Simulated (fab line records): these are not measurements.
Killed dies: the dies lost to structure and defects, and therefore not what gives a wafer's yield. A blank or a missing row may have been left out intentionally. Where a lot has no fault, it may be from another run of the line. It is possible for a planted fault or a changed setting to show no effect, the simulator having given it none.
A struck lot beside a sound one -- flow nand harc -- 14 out of 1302 route steps
Sound: the wafers L669.1, L669.2, L669.4. Wafers L684.1, L684.2, L684.6 were the ones struck. At the end, the cause is stated.
Each step with rows lists, per side, the tool, then ch with its chambers, then its first start. Under that, the readings that differ: sound wafers -- struck wafers -- difference of the means -- sigmas: that difference in standard deviations of wafers without a fault.
alike: a reading whose means differ by less than 2 such deviations, as well as words and numbers matching on both sides. not compared: withheld readings; readings where some wafer has no value; bounds like >300 that might hide an equal value; numbers whose values overlap and for which the record gives no deviation.
The two part at a step that has a row with sigmas, a row that says differs or no value, or rows on one side only. Numbers that have no deviation but don't overlap get no sigmas and don't part them. A reading that every wafer of one side lacks parts them only if that side has two wafers or more.

first, 4 steps without rows for these wafers: NHARC_A_STAIRCASE_EXPOSE_181 (exposes mask STAIR 2); NHARC_A_STAIRCASE_PEB_182 (peb time 130 s); NHARC_A_STAIRCASE_DEVELOP_183 (time 140 s); NHARC_A_STAIRCASE_HARDBAKE_185 (time 140 s).
NHARC_A_STAIRCASE_DESCUM_186: chemistry O2, time 3 s.
  sound on rie diel-04 ch 0,1,2, day 17 11:45; struck on rie diel-04 ch 1,3, day 23 03:06
  alike: chamber pressure mTorr, drypump motor current A, oes product au, rf vpp V, showerhead plenum p Torr, throttle valve pct
  not compared: rf hours counter h
then, 1 step without rows for these wafers: NHARC_A_STAIRCASE_TRIM_187 (chemistry O2, time 211.2 s).
NHARC_A_STAIRCASE_ETCH_188: etches the open film in C4F8/O2, target depth 100 nm, time 40.5 s.
  sound: rie diel-04 ch 0,1,2; struck: rie diel-04 ch 0,2
  alike: chamber pressure mTorr, oes product au, rf vpp V
  not compared: rf hours counter h
NHARC_A_STAIRCASE_TRIM_189: chemistry O2, time 211.2 s.
  sound: rie diel-04 ch 0,2,3; struck: rie diel-04 ch 0,1,2
  alike: chamber pressure mTorr, drypump motor current A, oes product au, rf vpp V, showerhead plenum p Torr, throttle valve pct
  not compared: rf hours counter h
then, 1 step without rows for these wafers: NHARC_A_STAIRCASE_ETCH_190 (etches the open film in C4F8/O2, target depth 100 nm, time 40.5 s).
NHARC_A_STAIRCASE_TRIM_191: chemistry O2, time 211.2 s.
  sound: rie diel-04 ch 0,1,3; struck: rie diel-04 ch 1,3
  alike: chamber pressure mTorr, drypump motor current A, oes product au, rf vpp V, showerhead plenum p Torr, throttle valve pct
  not compared: rf hours counter h
NHARC_A_STAIRCASE_ETCH_192: etches the open film in C4F8/O2, target depth 100 nm, time 40.5 s.
  sound: rie diel-04 ch 0,2,3; struck: rie diel-04 ch 0,1,3
  alike: chamber pressure mTorr, oes product au, rf vpp V
  not compared: rf hours counter h
NHARC_A_STAIRCASE_TRIM_193: chemistry O2, time 211.2 s.
  sound on rie diel-04 ch 0,1,2, day 17 12:35; struck on rie diel-04 ch 1,2, day 23 03:54
reading,sound,struck,difference,sigmas
oes product au (a.u.),0.987 1.016 0.987,1.180 1.167 1.169,+0.175,+16
  alike: chamber pressure mTorr, drypump motor current A, rf vpp V, showerhead plenum p Torr, throttle valve pct
  not compared: rf hours counter h
then, 1 step without rows for these wafers: NHARC_A_STAIRCASE_ETCH_194 (etches the open film in C4F8/O2, target depth 100 nm, time 40.5 s).
-- jump in the record: it breaks off in module A_STAIRCASE and resumes in module END (first step shown: number 1302 of the route), and 9 days separate the struck wafers' starts before and after --
NHARC_END_SORT_01:
  sound on prober-02 ch 0, day 26 01:07; struck on prober-02 ch 0, day 31 22:50
reading,sound,struck,difference,sigmas
hold,- - -,await dispo/1.7h/release await dispo/1.7h/release await dispo/1.7h/release,no value on the sound wafers,
killed at array,49 43 48,354 457 449,+373,+20
killed dies,57 48 53,356 459 454,+370,+19
  alike: killed at other, killed at periphery, killed open, killed short

WHERE THEY PART
Earliest at NHARC_A_STAIRCASE_TRIM_193; latest, in this record, at NHARC_END_SORT_01.

WHY: what had been put in by the simulator
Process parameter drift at NHARC_A_STAIRCASE_TRIM_193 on rie diel-04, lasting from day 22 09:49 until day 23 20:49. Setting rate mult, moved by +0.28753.
